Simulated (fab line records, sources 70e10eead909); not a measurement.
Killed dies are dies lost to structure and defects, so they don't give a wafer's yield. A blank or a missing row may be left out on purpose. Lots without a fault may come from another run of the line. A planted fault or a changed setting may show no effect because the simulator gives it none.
fab line records | flow nand_harc | part 2 of 2: steps 25 to 38 of 38
record lots=5 wafers=15 last_day=32
route steps=1302 shown A_M0@1143 A_M1@1169
lots that met no fault: from a run of the same line without faults
start_h: hours from the record's first day to the start of the lot's first wafer shown | wait_h: hours since the lot's step before | " the same as in the row above | L1.1+2: a row that stands for several wafers | - no value, or no start given | * or withheld: withheld | < > ~ a bound
route shown NAME@n: a module of which the file shows steps, and the number in the route of the first | usual: mean/standard deviation of fault-free wafers | same: alike in all rows | chamber/n: place in a boat | sites: the reading at each site | _std_site: their standard deviation | _edge_site: outer sites' mean less inner sites' | radius_mm: how far each site lies from the wafer's centre | mask NAME#n: copy n | behind: the tool/chamber that last shaped the wafer | hold: why the lot was held/for how many hours/how that ended | device: the transistor (n, p or np) that didn't switch | end of line: the same wafers' tests at the end of the route | a step without rows: its recipe alone | killed: dies lost to structure and defects at the first sort, not the wafer's yield | map: a wafer's dies, x killed, . not, _ none there
set.NAME: the setting as run; set.NAME@STEP: as run at that earlier step | model.NAME: the simulator's own value behind a step, which no gauge read
lots at some steps of the route; a table a step, a row a wafer
services: from which hour (start_h, from the record's first day; less than 0 if before it) a tool's chamber was out of use, for how many hours, and why
## steps
# step NHARC_A_M0_DEP_32
# recipe target_thk_a=300 temp_c=370 target_thk_nm=30 pressure_torr=3 flow_sccm=200 rf_w=450 material=SiCN
# usual heater_power_outer_w=349/46 heater_power_w=633/86
# columns lot.wafer tool chamber start_h wait_h heater_power_outer_w heater_power_w
L076.2 pecvd-01 1 536.57 0.1 375 644
L076.1 " 2 " " 374 662
L076.4 " 1 " " 384 643
L077.1 pecvd-04 2 565.26 0.1 415 768
L077.3 " 2 " " 406 775
L077.5 " 2 " " 399 779
L085.1 pecvd-01 1 640.39 0.1 380 617
L085.6 " 0 " " 263 489
L085.4 " 2 " " 374 661
L086.3 pecvd-03 0 641.58 0.1 265 490
L086.1 " 1 " " 410 756
L086.2 " 2 " " 337 625
L094.2 pecvd-04 1 717.00 0.1 339 629
L094.4 " 2 " " 346 691
L094.5 " 1 " " 333 631
# step NHARC_A_M1_DEP_00
# recipe target_thk_a=1825 target_thk_nm=182.5 temp_c=withheld pressure_torr=5 flow_sccm=200 rf_w=600 material=SiOC
# columns lot.wafer tool chamber start_h wait_h
L076.2+1+4 pecvd-03 0,1,2 536.94 -
L077.3+1+5 pecvd-01 2,0,1 565.78 0.3
L085.1+6+4 pecvd-01 0,2,1 - -
L086.3+1+2 pecvd-01 1,2,0 642.00 -
L094.2+4+5 pecvd-01 0,2,0 717.39 -
# step NHARC_A_M1_DEHYDRATE_01
# recipe temp_c=150 time_s=120
# usual plate_temp_C=150.03/0.15
# columns lot.wafer tool chamber start_h wait_h plate_temp_C
L076.1 litho_track-06 0 537.35 - 150.14
L076.2 " 0 " " 150.00
L076.4 " 0 " " 150.13
L077.1 litho_track-04 0 566.14 - 150.24
L077.3 " 0 " " 149.88
L077.5 " 0 " " 149.95
L085.1 litho_track-06 0 641.14 - 150.41
L085.4 " 0 " " 150.19
L085.6 " 0 " " 150.06
L086.1 litho_track-04 0 642.41 - 149.99
L086.2 " 0 " " 149.92
L086.3 " 0 " " 150.06
L094.2 litho_track-04 0 717.87 0.4 150.02
L094.4 " 0 " " 150.02
L094.5 " 0 " " 150.23
# step NHARC_A_M1_HMDS_02
# recipe time_s=30
# columns lot.wafer tool chamber start_h wait_h
L076.1+2+4 litho_track-06 0 - -
L077.1+3+5 litho_track-04 0 - -
L085.1+4+6 litho_track-06 0 - -
L086.1+2+3 litho_track-04 0 - -
L094.2+4+5 litho_track-04 0 - -
# step NHARC_A_M1_COAT_34
# recipe temp_c=200 time_s=65
# usual plate_temp_C=200.04/0.17
# columns lot.wafer tool chamber start_h wait_h plate_temp_C
L076.1 litho_track-06 0 - - 200.11
L076.2 " 0 " " 199.96
L076.4 " 0 " " 199.95
L077.1 litho_track-04 0 - - 199.75
L077.3 " 0 " " 199.96
L077.5 " 0 " " 200.01
L085.1 litho_track-06 0 - - 200.24
L085.4 " 0 " " 199.62
L085.6 " 0 " " 199.87
L086.1 litho_track-04 0 - - 200.08
L086.2 " 0 " " 200.42
L086.3 " 0 " " 200.06
L094.2 litho_track-04 0 - - 199.99
L094.4 " 0 " " 200.14
L094.5 " 0 " " 199.89
# step NHARC_A_M1_COAT_03
# recipe spin_rpm=1500 resist_thk_nm=90
# columns lot.wafer tool chamber start_h wait_h
L076.1+2+4 litho_track-06 0 - -
L077.1+3+5 litho_track-04 0 - -
L085.1+4+6 litho_track-06 0 - -
L086.1+2+3 litho_track-04 0 - -
L094.2+4+5 litho_track-04 0 - -
# step NHARC_A_M1_SOFTBAKE_04
# recipe temp_c=105 time_s=55
# usual plate_temp_C=104.99/0.14
# columns lot.wafer tool chamber start_h wait_h plate_temp_C
L076.1 litho_track-06 0 - - 105.01
L076.2 " 0 " " 104.93
L076.4 " 0 " " 105.09
L077.1 litho_track-04 0 - - 104.88
L077.3 " 0 " " 105.03
L077.5 " 0 " " 105.02
L085.1 litho_track-06 0 - - 104.82
L085.4 " 0 " " 104.64
L085.6 " 0 " " 104.90
L086.1 litho_track-04 0 - - 105.09
L086.2 " 0 " " 105.20
L086.3 " 0 " " 105.18
L094.2 litho_track-04 0 - - 105.19
L094.4 " 0 " " 104.80
L094.5 " 0 " " 105.15
# step NHARC_A_M1_EBR_05
# columns lot.wafer tool chamber start_h wait_h
L076.1+2+4 litho_track-06 0 - -
L077.1+3+5 litho_track-04 0 - -
L085.1+4+6 litho_track-06 0 - -
L086.1+2+3 litho_track-04 0 - -
L094.2+4+5 litho_track-04 0 - -
# step NHARC_A_M1_EXPOSE_06
# recipe na=1.35 target_cd_nm=120 dose_mj=75.13 mask_id=A_M1
# columns lot.wafer tool chamber start_h wait_h mask
L076.1+2+4 arfi_scanner-02 0 537.64 - A_M1#0
L077.1+3+5 arfi_scanner-02 0 566.30 - A_M1#0
L085.1+4+6 arfi_scanner-02 0 641.43 - A_M1#0
L086.1+2+3 arfi_scanner-01 0 642.70 - A_M1#0
L094.2+4+5 arfi_scanner-03 0 718.04 - A_M1#0
# step NHARC_A_M1_PEB_07
# recipe peb_temp_c=100 peb_time_s=65
# usual plate_temp_C=100.01/0.12
# columns lot.wafer tool chamber start_h wait_h plate_temp_C
L076.1 litho_track-01 0 537.70 0.1 100.07
L076.2 " 0 " " 99.85
L076.4 " 0 " " 99.93
L077.1 litho_track-01 0 566.36 0.1 99.97
L077.3 " 0 " " 99.95
L077.5 " 0 " " 99.84
L085.1 litho_track-01 0 641.49 0.1 100.05
L085.4 " 0 " " 99.87
L085.6 " 0 " " 100.07
L086.1 litho_track-06 0 642.76 0.1 100.06
L086.2 " 0 " " 100.03
L086.3 " 0 " " 100.11
L094.2 litho_track-06 0 718.09 0.1 100.12
L094.4 " 0 " " 99.94
L094.5 " 0 " " 100.09
# step NHARC_A_M1_DEVELOP_08
# recipe develop_time_s=35 dev_temp_c=23
# columns lot.wafer tool chamber start_h wait_h
L076.1+2+4 litho_track-01 0 - -
L077.1+3+5 litho_track-01 0 - -
L085.1+4+6 litho_track-01 0 - -
L086.1+2+3 litho_track-06 0 - -
L094.2+4+5 litho_track-06 0 - -
# step NHARC_A_M1_CD_MEAS_09
# recipe target_cd_nm=120 landing_energy_ev=500
# usual cd_nm=119.8/0.6
# columns lot.wafer tool chamber start_h wait_h cd_nm
L076.1 cd_sem-01 0 537.78 - 120.0
L076.2 " 0 " " 118.9
L076.4 " 0 " " 119.7
L077.1 cd_sem-03 0 566.44 - 119.8
L077.3 " 0 " " 121.1
L077.5 " 0 " " 120.1
L085.1 cd_sem-03 0 641.57 - 119.4
L085.4 " 0 " " 119.7
L085.6 " 0 " " 119.6
L086.1 cd_sem-03 0 642.84 - 119.4
L086.2 " 0 " " 119.3
L086.3 " 0 " " 119.1
L094.2 cd_sem-03 0 718.17 - 120.4
L094.4 " 0 " " 120.0
L094.5 " 0 " " 120.1
# step NHARC_A_M1_OVL_MEAS_10
# recipe pitch_nm=240
# usual overlay_x_nm=-0.3/0.7 overlay_y_nm=0.2/0.67
# columns lot.wafer tool chamber start_h wait_h overlay_x_nm overlay_y_nm
L076.1 overlay-01 - 537.86 - -0.3 0.6
L076.2 " - " " -0.7 0.0
L076.4 " - " " -0.1 -0.1
L077.1 overlay-02 - 566.53 - 0.0 0.6
L077.3 " - " " -0.7 0.3
L077.5 " - " " 0.3 0.7
L085.1 overlay-02 - 641.66 - 0.7 0.1
L085.4 " - " " 0.3 0.2
L085.6 " - " " 0.3 0.0
L086.1 overlay-01 - 642.93 - 0.4 0.5
L086.2 " - " " 0.5 0.3
L086.3 " - " " 0.6 0.0
L094.2 overlay-01 - 718.26 - -0.1 0.3
L094.4 " - " " 0.4 -0.3
L094.5 " - " " 0.4 0.2
# step NHARC_A_M1_INSPECT_11
# usual raw_defect_count=86/37
# columns lot.wafer tool chamber start_h wait_h raw_defect_count
L076.1 defect_inspect-01 - 537.90 0.0 146
L076.2 " - " " 135
L076.4 " - " " 137
L077.1 defect_inspect-01 - 566.57 0.0 60
L077.3 " - " " 62
L077.5 " - " " 65
L085.1 defect_inspect-02 - 641.70 0.0 101
L085.4 " - " " 74
L085.6 " - " " 71
L086.1 defect_inspect-02 - 642.96 0.0 130
L086.2 " - " " 125
L086.3 " - " " 140
L094.2 defect_inspect-02 - 718.30 0.0 70
L094.4 " - " " 60
L094.5 " - " " 67
## services
# columns tool chamber start_h hours kind
pecvd-04 - 516.54 1.6 repair
litho_track-06 - 529.00 7.0 pm
pvd_sputter-02 - 533.43 6.7 repair
rie_diel-08 - 544.89 9.0 pm
litho_track-04 - 553.00 7.0 pm
arfi_scanner-01 - 562.63 1.1 repair
pvd_sputter-02 - 572.80 15.3 repair
pvd_sputter-01 - 588.01 10.0 pm
pecvd-01 - 598.77 1.1 repair
rie_diel-09 0 600.89 9.3 repair
pvd_sputter-02 - 610.30 15.0 repair
rie_diel-09 1 612.24 3.0 repair
rie_diel-09 3 624.26 5.6 repair
pvd_sputter-02 - 638.08 10.0 pm
pvd_sputter-01 - 642.25 21.2 repair
pecvd-01 - 642.47 0.8 repair
pecvd-01 0 655.39 17.8 repair
pecvd-01 - 655.65 0.6 repair
arfi_scanner-02 - 656.00 4.0 pm
pecvd-01 - 673.80 13.0 pm
rie_diel-09 - 674.10 9.0 pm
litho_track-01 - 680.00 7.0 pm
litho_track-06 - 704.00 7.0 pm
pecvd-01 1 708.80 17.5 repair
